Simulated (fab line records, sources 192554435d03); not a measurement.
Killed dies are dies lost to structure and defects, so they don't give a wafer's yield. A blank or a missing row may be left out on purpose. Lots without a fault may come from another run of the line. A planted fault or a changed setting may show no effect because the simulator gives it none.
fab line records | flow n5_finfet | part 2 of 2: steps 19 to 29 of 29
record lots=5 wafers=15 last_day=19
route steps=1938 shown SDB@361 DUMMY_REMOVAL@377 HKMG_FIN@385
lots that met no fault: from a run of the same line without faults
start_h: hours from the record's first day to the start of the lot's first wafer shown | wait_h: hours since the lot's step before | " the same as in the row above | L1.1+2: a row that stands for several wafers | - no value, or no start given | * or withheld: withheld | < > ~ a bound
route shown NAME@n: a module of which the file shows steps, and the number in the route of the first | usual: mean/standard deviation of fault-free wafers | same: alike in all rows | chamber/n: place in a boat | sites: the reading at each site | _std_site: their standard deviation | _edge_site: outer sites' mean less inner sites' | radius_mm: how far each site lies from the wafer's centre | mask NAME#n: copy n | behind: the tool/chamber that last shaped the wafer | hold: why the lot was held/for how many hours/how that ended | device: the transistor (n, p or np) that didn't switch | end of line: the same wafers' tests at the end of the route | a step without rows: its recipe alone | killed: dies lost to structure and defects at the first sort, not the wafer's yield | map: a wafer's dies, x killed, . not, _ none there
set.NAME: the setting as run; set.NAME@STEP: as run at that earlier step | model.NAME: the simulator's own value behind a step, which no gauge read
lots at some steps of the route; a table a step, a row a wafer
services: from which hour (start_h, from the record's first day; less than 0 if before it) a tool's chamber was out of use, for how many hours, and why
## steps
# step N5_DUMMY_REMOVAL_PRECLEAN_07
# recipe chemistry=dHF time_s=30 temp_c=25 dilution=withheld
# columns lot.wafer tool chamber start_h wait_h
L079.1+2+4 wet_bench-06 1,2,3 102.60 0.1
L080.1+2+4 wet_bench-01 7,5,1 105.83 0.1
L084.3+5+6 wet_bench-06 2,4,5 129.18 0.1
L096.4+5+6 wet_bench-01 5,2,4 236.69 0.1
L095.3+5+6 wet_bench-03 1,0,2 237.18 0.1
# step N5_DUMMY_REMOVAL_DUMMY_REMOVE_02
# recipe chemistry=TMAH temp_c=70 target=poly-Si stop_on=SiO2 target_depth_nm=142 conc_wt_pct=5 time_s=57 dry=ipa_marangoni rinse_time_s=30 rinse_temp_c=23
# columns lot.wafer tool chamber start_h wait_h
L079.1+2+4 wet_bench-06 1,2,3 102.61 0.0
L080.1+2+4 wet_bench-01 7,5,1 105.84 0.0
L084.3+5+6 wet_bench-06 2,4,5 129.19 0.0
L096.4+5+6 wet_bench-01 5,2,4 236.70 0.0
L095.3+5+6 wet_bench-03 1,0,2 237.20 0.0
# step N5_DUMMY_REMOVAL_INSPECT_06
# recipe inspect_instrument=brightfield mode=aei
# usual raw_defect_count=12/5
# columns lot.wafer tool chamber start_h wait_h raw_defect_count
L079.1 defect_inspect-01 - 102.67 0.0 10
L079.2 " - " " 9
L079.4 " - " " 8
L080.1 defect_inspect-01 - 105.90 0.0 16
L080.2 " - " " 8
L080.4 " - " " 15
L084.3 defect_inspect-01 - 129.25 0.0 11
L084.5 " - " " 8
L084.6 " - " " 9
L096.4 defect_inspect-02 - 236.76 0.0 21
L096.5 " - " " 13
L096.6 " - " " 6
L095.3 defect_inspect-02 - 237.25 0.0 17
L095.5 " - " " 10
L095.6 " - " " 18
# step N5_DUMMY_REMOVAL_PRECLEAN_08
# recipe chemistry=NF3:NH3 afs_cycles=2 temp_c=30 time_s=20 sublimation_temp_c=180 sublimation_time_s=60 pressure_torr=3 rf_power_w=30
# usual sublimation_temp_c=180.00/0.15
# same afs_cycles=2
# columns lot.wafer tool chamber start_h wait_h sublimation_temp_c
L079.1 remote_plasma-02 1 102.71 0.0 179.98
L079.2 " 1 " " 179.77
L079.4 " 1 " " 179.91
L080.1 remote_plasma-02 1 105.94 0.0 180.06
L080.2 " 1 " " 179.90
L080.4 " 1 " " 180.11
L084.3 remote_plasma-02 0 129.34 0.1 179.83
L084.5 " 0 " " 180.05
L084.6 " 0 " " 180.11
L096.4 remote_plasma-02 1 236.89 0.1 179.96
L096.5 " 1 " " 179.98
L096.6 " 1 " " 180.10
L095.3 remote_plasma-01 1 237.35 0.1 180.11
L095.5 " 1 " " 180.34
L095.6 " 1 " " 180.26
# step N5_DUMMY_REMOVAL_PRECLEAN_04
# recipe chemistry=DHF time_s=37 temp_c=25 dilution=500:1
# columns lot.wafer tool chamber start_h wait_h
L079.1+2+4 wet_bench-03 1,4,7 102.92 0.2
L080.1+2+4 wet_bench-06 7,4,0 106.15 0.2
L084.3+5+6 wet_bench-03 0,1,3 129.49 0.1
L096.4+5+6 wet_bench-01 0,3,2 237.01 0.1
L095.3+5+6 wet_bench-01 1,4,5 237.50 0.1
# step N5_DUMMY_REMOVAL_SRD_05
# recipe dry=ipa_marangoni do_ppb=5 time_s=30 temp_c=23 rinse_liquid=diw
# usual do_ppb=5.00/0.048
# columns lot.wafer tool chamber start_h wait_h do_ppb
L079.1 wet_bench-03 1 102.93 0.0 5.03
L079.2 " 4 " " 4.94
L079.4 " 7 " " 4.98
L080.1 wet_bench-06 7 106.16 0.0 5.10
L080.2 " 4 " " 4.93
L080.4 " 0 " " 5.03
L084.3 wet_bench-03 0 129.51 0.0 4.96
L084.5 " 1 " " 4.92
L084.6 " 3 " " 4.94
L096.4 wet_bench-01 0 237.02 0.0 5.01
L096.5 " 3 " " 5.06
L096.6 " 2 " " 4.98
L095.3 wet_bench-01 1 237.51 0.0 5.06
L095.5 " 4 " " 4.99
L095.6 " 5 " " 4.98
# step N5_HKMG_FIN_IL_REGROW_00
# recipe material=SiO2 target_thk_a=7.5 chemistry=O3 temp_c=withheld time_s=30
# columns lot.wafer tool chamber start_h wait_h
L079.1+2+4 ald_hk-02 3,0,1 102.98 0.0
L080.1+2+4 ald_hk-01 3,2,0 106.21 0.0
L084.3+5+6 ald_hk-02 1,0,3 129.56 0.0
L096.4+5+6 ald_hk-02 2,0,3 237.07 0.0
L095.3+5+6 ald_hk-01 1,2,1 237.56 0.0
# step N5_HKMG_FIN_HK_ALD_01
# recipe material=HfO2 target_thk_a=16 temp_c=withheld ald_precursor_family=HfCl4 ald_co_reactant=H2O pulse_time_s=3 purge_time_s=3 co_reactant_purge_time_s=2.5 co_reactant_pulse_time_s=0.3 ald_cycles=30
# usual precursor_pulse_height_rel=1.001/0.022
# columns lot.wafer tool chamber start_h wait_h precursor_pulse_height_rel
L079.1 ald_hk-02 3 103.03 0.0 0.999
L079.2 " 0 " " 1.000
L079.4 " 1 " " 1.028
L080.1 ald_hk-01 3 106.26 0.0 0.995
L080.2 " 2 " " 0.979
L080.4 " 0 " " 0.998
L084.3 ald_hk-02 1 129.61 0.0 1.010
L084.5 " 0 " " 0.998
L084.6 " 3 " " 1.000
L096.4 ald_hk-02 2 237.12 0.0 1.069
L096.5 " 0 " " 1.015
L096.6 " 3 " " 1.034
L095.3 ald_hk-01 1 237.61 0.0 1.016
L095.5 " 2 " " 0.981
L095.6 " 1 " " 1.037
# step N5_HKMG_FIN_HK_ANNEAL_02
# recipe temp_c=700 time_s=30 ambient=N2 idle_temp_c=600 ramp_up_c_per_s=150 ramp_down_c_per_s=60 cool_to_c=600
# usual lamp_power_pct=8.80/0.049 wafer_temp_C_max=702.9/0.7
# columns lot.wafer tool chamber start_h wait_h lamp_power_pct wafer_temp_C_max
L079.1 rtp_anneal-01 0 103.21 0.1 8.79 703.4
L079.2 " 0 " " 8.74 703.6
L079.4 " 0 " " 8.82 702.6
L080.1 rtp_anneal-02 0 106.53 0.2 8.76 702.1
L080.2 " 0 " " 8.86 702.5
L080.4 " 0 " " 8.81 703.0
L084.3 rtp_anneal-01 0 129.85 0.2 8.78 701.9
L084.5 " 0 " " 8.87 702.8
L084.6 " 0 " " 8.74 702.7
L096.4 rtp_anneal-02 0 237.41 0.2 8.77 703.9
L096.5 " 0 " " 8.75 702.2
L096.6 " 0 " " 8.73 702.5
L095.3 rtp_anneal-02 0 237.87 0.2 8.87 703.2
L095.5 " 0 " " 8.78 702.1
L095.6 " 0 " " 8.78 702.8
# step N5_HKMG_FIN_ALD_74
# recipe material=La2O3 target_thk_a=5 temp_c=250 ald_precursor_family=La-Cp ald_co_reactant=O3 pulse_time_s=6 co_reactant_pulse_time_s=1 purge_time_s=3 co_reactant_purge_time_s=3
# usual heater_power_w=341/28 precursor_pulse_height_rel=1.002/0.018
# columns lot.wafer tool chamber start_h wait_h heater_power_w precursor_pulse_height_rel
L079.1 ald_hk-03 1 103.43 0.2 308 1.007
L079.2 " 0 " " 337 1.001
L079.4 " 3 " " 300 1.008
L080.1 ald_hk-02 1 106.76 0.2 381 0.984
L080.2 " 0 " " 347 0.992
L080.4 " 3 " " 308 1.009
L084.3 ald_hk-01 3 130.01 0.1 337 1.009
L084.5 " 2 " " 367 1.005
L084.6 " 3 " " 330 0.995
L096.4 ald_hk-03 0 237.53 0.1 334 1.003
L096.5 " 0 " " 348 0.975
L096.6 " 3 " " 306 0.993
L095.3 ald_hk-02 1 238.02 0.1 373 0.984
L095.5 " 3 " " 302 1.019
L095.6 " 0 " " 339 1.005
# step N5_HKMG_FIN_ALD_75
# recipe material=Al2O3 target_thk_a=10 temp_c=150 ald_precursor_family=TMA ald_co_reactant=H2O pulse_time_s=withheld co_reactant_pulse_time_s=1
# usual heater_power_w=147/12 precursor_pulse_height_rel=1.000/0.021
# columns lot.wafer tool chamber start_h wait_h heater_power_w precursor_pulse_height_rel
L079.1 ald_hk-03 1 103.50 0.0 133 1.019
L079.2 " 0 " " 145 1.022
L079.4 " 3 " " 127 0.957
L080.1 ald_hk-02 1 106.84 0.0 164 0.988
L080.2 " 0 " " 148 1.036
L080.4 " 3 " " 129 0.992
L084.3 ald_hk-01 3 130.08 0.0 142 1.004
L084.5 " 2 " " 166 0.984
L084.6 " 3 " " 146 0.992
L096.4 ald_hk-03 0 237.61 0.0 145 1.016
L096.5 " 0 " " 145 0.999
L096.6 " 3 " " 130 0.966
L095.3 ald_hk-02 1 238.10 0.0 165 1.019
L095.5 " 3 " " 131 1.016
L095.6 " 0 " " 148 0.968
## services
# columns tool chamber start_h hours kind
cmp-02 - 77.75 3.5 repair
rie_diel-05 3 93.94 21.0 repair
rie_si-01 - 94.55 1.6 repair
rie_si-01 - 97.24 0.1 repair
rie_diel-02 1 107.68 15.5 repair
rie_diel-02 2 107.69 2.9 repair
rie_si-01 3 109.37 7.2 repair
ald_sin-02 3 111.52 6.2 repair
cmp-04 - 123.36 5.2 pm
ald_hk-01 - 123.66 1.8 repair
ald_sin-04 0 123.95 17.5 repair
wet_bench-01 - 128.42 0.7 repair
remote_plasma-02 - 134.21 2.4 repair
ald_sin-04 - 136.29 55.4 repair
rie_diel-06 - 152.62 0.9 repair
plasma_asher-01 - 153.10 2.1 repair
rie_diel-01 0 161.28 4.4 repair
ald_hk-02 - 164.81 0.9 repair
rie_si-01 - 169.46 0.3 repair
wet_bench-04 - 182.18 3.9 repair
rie_diel-01 1 187.71 6.8 repair
rie_diel-06 1 214.42 9.5 repair
plasma_asher-01 - 216.33 2.8 pm
rie_diel-01 - 234.77 2.8 pm
